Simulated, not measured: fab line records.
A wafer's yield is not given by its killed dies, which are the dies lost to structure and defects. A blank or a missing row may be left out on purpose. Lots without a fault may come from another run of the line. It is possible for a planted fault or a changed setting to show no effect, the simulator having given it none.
Matching of chambers / flow n5_finfet / N5_BEOL_M7_DESCUM_33 on rie_diel-05: 4 sister chambers
The step chemistry O2, time 7 s. 4 wafers are shown with their chamber, then 7 later ones without.

## WAFERS WITH THEIR CHAMBER
wafer=L084.5; chamber=1; drypump_motor_current_A (A)=5.11
wafer=L087.3; chamber=0; drypump_motor_current_A (A)=5.35
wafer=L090.1; chamber=3; drypump_motor_current_A (A)=6.31
wafer=L090.2; chamber=2; drypump_motor_current_A (A)=5.87

## WAFERS WITHOUT THEIR CHAMBER
wafer=L090.6; drypump_motor_current_A (A)=6.32
wafer=L096.1; drypump_motor_current_A (A)=6.35
wafer=L096.2; drypump_motor_current_A (A)=5.12
wafer=L096.3; drypump_motor_current_A (A)=5.88
wafer=L096.4; drypump_motor_current_A (A)=5.33
wafer=L096.5; drypump_motor_current_A (A)=5.88
wafer=L096.6; drypump_motor_current_A (A)=6.31

## EACH ONE'S CHAMBER
wafer=L090.6; from the rows above=3; in truth=3
wafer=L096.1; from the rows above=3; in truth=3
wafer=L096.2; from the rows above=1; in truth=1
wafer=L096.3; from the rows above=2; in truth=2
wafer=L096.4; from the rows above=0; in truth=0
wafer=L096.5; from the rows above=2; in truth=2
wafer=L096.6; from the rows above=3; in truth=3
Correctly placed: 7 of 7. From these rows, 0 cannot be placed. Number placed wrongly: 0.
How it was worked out, from the rows above alone: a wafer's distance from a chamber is the root of the sum, over the readings, of the square of ((its reading less the chamber's mean) divided by the reading's scatter). The wafer belongs to the nearest chamber; if the next one is less than 2 further off, it can't be placed. Each chamber's mean is taken over the wafers shown for it. The scatter: root of mean squared gap, hidden wafer to nearest shown wafer, with one shown wafer a chamber.
